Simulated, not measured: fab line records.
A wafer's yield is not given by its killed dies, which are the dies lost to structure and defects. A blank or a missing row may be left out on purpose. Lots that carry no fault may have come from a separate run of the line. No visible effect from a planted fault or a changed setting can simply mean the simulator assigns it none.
2 desks looking at one fault / flow nand-harc / every desk sees just its own numbers, and what lay behind them comes last

== METROLOGY DESK ==
Lot by lot, what the gauges showed, no matter which tool ran the lot: averages of those sampled wafers that carry a number. The brackets show how far a lot's mean lies from the usual mean; more than 4 standard deviations puts the lot out of limits, marked OUT.
Columns: A = cd-nm at NHARC_P_GATE_CD_MEAS_33, usual 121.1 nm
lot=L518; first seen here=day 6 13:26; A=122.2
lot=L525; first seen here=day 9 02:25; A=120.6
lot=L527; first seen here=day 10 01:43; A=121.3
lot=L529; first seen here=day 11 03:41; A=120.9
lot=L531; first seen here=day 11 18:37; A=124.3
lot=L535; first seen here=day 13 12:22; A=122.1
This desk's finding: nothing out of limits on any of the 6 lots.

== AT THE TOOL OWNER'S DESK: rie-diel-03 ==
The tool's own readings at NHARC_P_GATE_ETCHBACK_37 (etches the open film in CHF3/O2, target depth 34.5 nm, time 17.2 s): means of the sampled wafers that have a number, for each lot that ran on this tool. The brackets show how far a lot's mean lies from the usual mean; more than 4 standard deviations puts the lot out of limits, marked OUT.
Columns: A = chamber-pressure-mTorr at NHARC_P_GATE_ETCHBACK_37, usual 24.998 mTorr; B = drypump-motor-current-A at NHARC_P_GATE_ETCHBACK_37, usual 5.5 A; C = o2-flow-sccm at NHARC_P_GATE_ETCHBACK_37, usual 10.00 sccm; D = oes-product-au at NHARC_P_GATE_ETCHBACK_37, usual 0.95 a.u.; E = rf-vpp-V at NHARC_P_GATE_ETCHBACK_37, usual 370.3 V; F = showerhead-plenum-p-Torr at NHARC_P_GATE_ETCHBACK_37, usual 2.39 Torr; G = throttle-valve-pct at NHARC_P_GATE_ETCHBACK_37, usual 20.572 %
lot=L518; first seen here=day 6 23:23; A=25.022; B=5.8; C=10.01; D=0.99; E=370.9; F=2.43; G=20.575
lot=L527; first seen here=day 10 11:43; A=24.976; B=5.7; C=8.32 (-56) OUT; D=1.00; E=370.8; F=2.42; G=20.523 (-5.0) OUT
lot=L529; first seen here=day 11 13:36; A=24.994; B=5.7; C=8.34 (-55) OUT; D=0.93; E=370.2; F=2.42; G=20.519 (-5.4) OUT
This desk's verdict: out of limits on L527, L529, starting with L527 at day 10 11:43 (o2-flow-sccm at NHARC_P_GATE_ETCHBACK_37). L518 stayed within limits.

== BROUGHT TOGETHER ==
On L527, L529, at day 10 11:43, an alarm was possible from the tool owner's desk.
From the metrology desk's view, nothing was out of limits.
The metrology desk holds a record of L527, L529, inside its limits.
Of the lots named, all ran NHARC_P_GATE_ETCHBACK_37 on rie-diel-03.

== WHAT WAS PUT IN BY THE SIMULATOR ==
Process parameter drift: rie-diel-03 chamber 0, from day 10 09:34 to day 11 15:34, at NHARC_P_GATE_ETCHBACK_37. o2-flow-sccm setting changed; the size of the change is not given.
Struck lots among those shown: L527, L529.
Time in hours from fault onset to the first out-of-limits reading at each desk: the tool owner's desk, 2.
